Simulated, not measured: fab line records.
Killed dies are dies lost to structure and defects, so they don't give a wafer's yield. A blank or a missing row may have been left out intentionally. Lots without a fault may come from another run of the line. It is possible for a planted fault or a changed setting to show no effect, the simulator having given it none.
fab line records    flow n5-finfet
[record] lots = 6  wafers = 17  last-day = 16
route steps=1938 shown WELL_APT@21
lots untouched by any fault: they come from a run of this same line in which no faults occurred
start-h: hours from the record's opening day to when the first of the lot's shown wafers began    wait-h: hours from the lot's prior step to this one    " the same as in the row above    L1.1+2: one row covering several wafers at once    - no value, or no start was given    * or withheld: withheld    < > ~ a bound
route shown NAME@n: a module of which the file shows steps, and the number in the route of the first    usual: mean/standard deviation of fault-free wafers    same: alike in all rows    chamber/n: place in a boat    sites: per-site readings    _std_site: standard deviation across them    _edge_site: mean of outer sites minus mean of inner sites    radius-mm: for every site, how far away it sits from the centre of the wafer    mask NAME#n: copy n    behind: tool/chamber where the wafer was last shaped    hold: what put the lot on hold/how long, in hours/how the hold closed    device: transistor that didn't switch, given as n, p or np    end of line: at the end of the route, the tests of the same wafers    a step given without rows: its recipe and nothing more    killed: the dies lost at the first sort to structure and to defects; this is not the yield of the wafer    map: per-die view of a wafer (x killed, . not killed, _ where there is no die)
set.NAME: setting as actually run; set.NAME@STEP: the setting as run at that earlier step    model.NAME: the simulator's own value behind a step, which no gauge read
certain route steps with their lots: each step a table, each wafer a row
services: from which hour (start-h, from the record's first day; less than 0 if before it) a tool's chamber was out of use, for how many hours, and why
[[steps]]
[step N5_WELL_APT_COAT_02]
[recipe] spin-rpm = 1357  resist-thk-nm = 950
[step N5_WELL_APT_EBR_04]
[recipe] solvent = PGMEA  ebr-width-mm = 1.5
[step N5_WELL_APT_SOFTBAKE_03]
[recipe] temp-c = 130  time-s = 60
[step N5_WELL_APT_EXPOSE_05]
[recipe] mask-id = NWELL  na = 0.8  source-shape = conventional  sigma-outer = 0.8  polarization = unpolarized  defocus-nm = 0  target-cd-nm = 200  dose-mj = 20.3
[step N5_WELL_APT_PEB_06]
[recipe] peb-temp-c = 130  peb-time-s = 90
[step N5_WELL_APT_DEVELOP_07]
[recipe] develop-time-s = 45  rinse-liquid = surfactant-rinse  dry = air-spin  dev-temp-c = 21
[step N5_WELL_APT_HARDBAKE_12]
[recipe] temp-c = 130  time-s = 120
[step N5_WELL_APT_CD_MEAS_08]
[recipe] target-cd-nm = 200  landing-energy-ev = 500  detector = se-inlens
[usual] cd-nm = 201/3.1
lot.wafer  tool       chamber  start-h  wait-h  cd-nm
L514.1     cd-sem-01  0        19.72    -       203
L514.2     "          0        "        "       200
L514.3     "          0        "        "       197
L519.2     cd-sem-02  0        49.68    -       204
L519.6     "          0        "        "       204
L528.4     cd-sem-02  0        103.85   -       196
L528.5     "          0        "        "       196
L528.6     "          0        "        "       200
L529.2     cd-sem-01  0        109.69   -       204
L529.4     "          0        "        "       204
L529.6     "          0        "        "       205
L532.1     cd-sem-03  0        127.56   -       203
L532.5     "          0        "        "       206
L532.6     "          0        "        "       203
L534.1     cd-sem-02  0        140.24   -       204
L534.3     "          0        "        "       204
L534.4     "          0        "        "       201
[step N5_WELL_APT_OVL_MEAS_09]
[recipe] points-per-wafer = 44
[usual] NWELL_OVL = 1/5.7
lot.wafer  tool        chamber  start-h  wait-h  NWELL_OVL[nm]
L514.1     overlay-02  0        19.75    0.0     1
L514.2     "           0        "        "       0
L514.3     "           0        "        "       1
L519.2     overlay-02  0        49.71    0.0     6
L519.6     "           0        "        "       5
L528.4     overlay-02  0        103.88   0.0     -4
L528.5     "           0        "        "       -2
L528.6     "           0        "        "       -6
L529.2     overlay-01  0        109.71   0.0     4
L529.4     "           0        "        "       9
L529.6     "           0        "        "       5
L532.1     overlay-01  0        127.59   0.0     10
L532.5     "           0        "        "       6
L532.6     "           0        "        "       6
L534.1     overlay-01  0        140.27   0.0     0
L534.3     "           0        "        "       2
L534.4     "           0        "        "       2
[step N5_WELL_APT_INSPECT_10]
[recipe] mode = adi  inspect-instrument = macro
[usual] raw-defect-count = 2.1/1.4
lot.wafer  tool               chamber  start-h  wait-h  raw-defect-count
L514.1     defect-inspect-01  -        19.78    0.0     1
L514.2     "                  -        "        "       1
L514.3     "                  -        "        "       0
L519.2     defect-inspect-02  -        49.74    0.0     0
L519.6     "                  -        "        "       4
L528.4     defect-inspect-01  -        103.90   0.0     4
L528.5     "                  -        "        "       1
L528.6     "                  -        "        "       5
L529.2     defect-inspect-02  -        109.74   0.0     2
L529.4     "                  -        "        "       1
L529.6     "                  -        "        "       3
L532.1     defect-inspect-02  -        127.61   0.0     2
L532.5     "                  -        "        "       2
L532.6     "                  -        "        "       1
L534.1     defect-inspect-02  -        140.29   0.0     1
L534.3     "                  -        "        "       1
L534.4     "                  -        "        "       3
[step N5_WELL_APT_DESCUM_13]
[recipe] chemistry = O2  time-s = 7.9  source-power-w = 50  bias-power-w = 20  pressure-mtorr = 20  rf-frequency-hz = 2.712e+07  temp-c = 40  o2-flow-sccm = 225
[usual] bias-power-w = 20.01/0.062  drypump-motor-current-A = 5.8/0.47  oes-product-au = 0.81/0.088  rf-vpp-V = 243.1/1.1  showerhead-plenum-p-Torr = 2.10/0.046  throttle-valve-pct = 20.53/0.3
[same] time-s = 7.9
lot.wafer  tool         chamber  start-h  wait-h  bias-power-w  drypump-motor-current-A  oes-product-au  rf-hours-counter-h  rf-vpp-V  showerhead-plenum-p-Torr  throttle-valve-pct
L514.1     rie-diel-01  3        19.81    0.0     20.07         6.0                      0.87            41                  243.5     2.11                      20.34
L514.2     "            0        "        "       19.96         6.3                      0.81            85                  243.9     2.13                      20.43
L514.3     "            2        "        "       20.02         5.3                      0.82            81                  244.8     2.19                      20.31
L519.2     rie-diel-05  1        49.77    0.0     20.03         5.8                      1.02            0                   242.8     2.08                      20.48
L519.6     "            1        "        "       20.02         5.8                      1.03            -                   242.1     2.08                      20.51
L528.4     rie-diel-04  1        103.97   0.1     20.07         5.4                      0.91            -                   243.8     2.15                      20.42
L528.5     "            2        "        "       19.94         5.4                      0.69            -                   243.0     2.08                      20.72
L528.6     "            0        "        "       20.02         5.9                      0.81            -                   240.7     2.01                      20.22
L529.2     rie-diel-01  1        109.77   0.0     20.02         5.7                      0.71            200                 242.2     2.09                      21.17
L529.4     "            2        "        "       20.03         5.3                      0.79            111                 244.7     2.18                      20.35
L529.6     "            0        "        "       20.00         6.3                      0.79            -                   244.4     2.12                      20.47
L532.1     rie-diel-01  0        127.86   0.2     19.92         6.3                      0.79            122                 244.2     2.12                      20.48
L532.5     "            0        "        "       20.06         6.3                      0.78            -                   244.0     2.12                      20.48
L532.6     "            1        "        "       19.85         5.8                      0.70            -                   242.7     2.09                      21.18
L534.1     rie-diel-01  0        140.33   0.0     19.95         6.3                      0.78            126                 242.7     2.12                      20.49
L534.3     "            1        "        "       20.08         5.7                      0.69            210                 243.2     2.09                      21.20
L534.4     "            2        "        "       19.97         5.3                      0.77            122                 244.3     2.17                      20.37
[step N5_WELL_APT_IMPLANT_14]
[recipe] species = P  energy-kev = 160  dose-cm2 = 1.5e+13  tilt-deg = 0  rotation-deg = 0
[step N5_WELL_APT_IMPLANT_15]
[recipe] species = As  energy-kev = 25  dose-cm2 = 1.5e+13  tilt-deg = 0  rotation-deg = 0
[usual] beam-energy-keV = 25.002/0.007  beam-on-s = 9.98/0.18  rotation-deg = -0.003/0.021
lot.wafer  tool          chamber  start-h  wait-h  beam-energy-keV  beam-on-s  rotation-deg
L514.1     implanter-01  0        20.09    0.1     24.996           10.05      0.006
L514.2     "             0        "        "       24.997           10.01      0.034
L514.3     "             0        "        "       24.987           10.03      0.004
L519.2     implanter-02  0        50.08    0.1     25.012           9.79       -0.004
L519.6     "             0        "        "       25.005           9.75       -0.014
L528.4     implanter-01  -        104.30   0.1     -                -          -
L528.5     "             -        "        "       -                -          -
L528.6     "             -        "        "       -                -          -
L529.2     implanter-02  -        110.08   0.1     -                -          -
L529.4     "             -        "        "       -                -          -
L529.6     "             -        "        "       -                -          -
L532.1     implanter-01  0        128.14   0.1     24.997           9.95       0.038
L532.5     "             0        "        "       25.000           9.85       0.022
L532.6     "             0        "        "       25.004           9.82       0.031
L534.1     implanter-02  0        140.60   0.1     25.003           10.18      0.006
L534.3     "             0        "        "       25.009           10.22      -0.014
L534.4     "             0        "        "       25.005           9.89       0.001
[step N5_WELL_APT_STRIP_16]
[recipe] chemistry = SPM  time-s = 900  temp-c = 130  h2so4-h2o2-vol-ratio = 4  dry = ipa-marangoni
[[services]]
tool          chamber  start-h  hours  kind
rie-diel-01   -        -3.00    14.6   pm
rie-diel-04   1        9.62     -      clean
rie-diel-04   1        9.62     -      consumable-replace:focus-ring
rie-diel-04   1        9.62     23.0   scheduled-down
rie-diel-04   1        9.62     23.0   vent-cycle
rie-diel-05   1        30.71    -      clean
rie-diel-05   1        30.71    -      consumable-replace:focus-ring
rie-diel-05   1        30.71    18.3   scheduled-down
rie-diel-05   1        30.71    18.3   vent-cycle
rie-diel-05   -        34.46    0.1    repair
implanter-02  -        40.91    4.1    pm
implanter-02  -        52.79    1.5    repair
rie-diel-05   0        64.07    2.2    repair
rie-diel-04   0        87.45    6.6    repair
rie-diel-04   3        94.41    -      clean
rie-diel-04   3        94.41    -      consumable-replace:focus-ring
rie-diel-05   3        96.43    -      clean
rie-diel-05   3        96.43    -      consumable-replace:focus-ring
rie-diel-05   3        96.43    19.5   scheduled-down
implanter-02  -        101.25   5.9    repair
rie-diel-04   2        108.99   -      clean
rie-diel-04   2        108.99   -      consumable-replace:focus-ring
rie-diel-04   2        108.99   10.1   scheduled-down
rie-diel-04   2        108.99   10.1   vent-cycle
[[key]]
[first-sign] step = N5_WELL_APT_IMPLANT_15  reading = tool-record  direction = missing
effect none on later readings
met-at N5_WELL_APT_IMPLANT_15
struck-wafers L528.4,L528.5,L528.6,L529.2,L529.4,L529.6
tester-left-out L528,L529
[baseline-loss] step = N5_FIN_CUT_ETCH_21  wafers = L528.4
[baseline-loss] step = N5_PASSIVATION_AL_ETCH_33  wafers = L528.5
onset-between 50.08 104.30
[fault] kind = skipped-step-whole  tool = implanter-01,implanter-02  chamber = -  onset-h = 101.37  steps = N5_WELL_APT_IMPLANT_15  scope = struck-lots-only
// tester-left-out: of these lots the tester's yield and bins aren't shown, on N5 and GAA mostly nor the transistor test; their killed dies are dies lost to structure and defects alone, not to doping, threshold or leakage, so they don't give the yield
// baseline-loss: these wafers lose ten dies or more at that step, a loss of the line's own and not of a fault; the sort's usual values leave them out
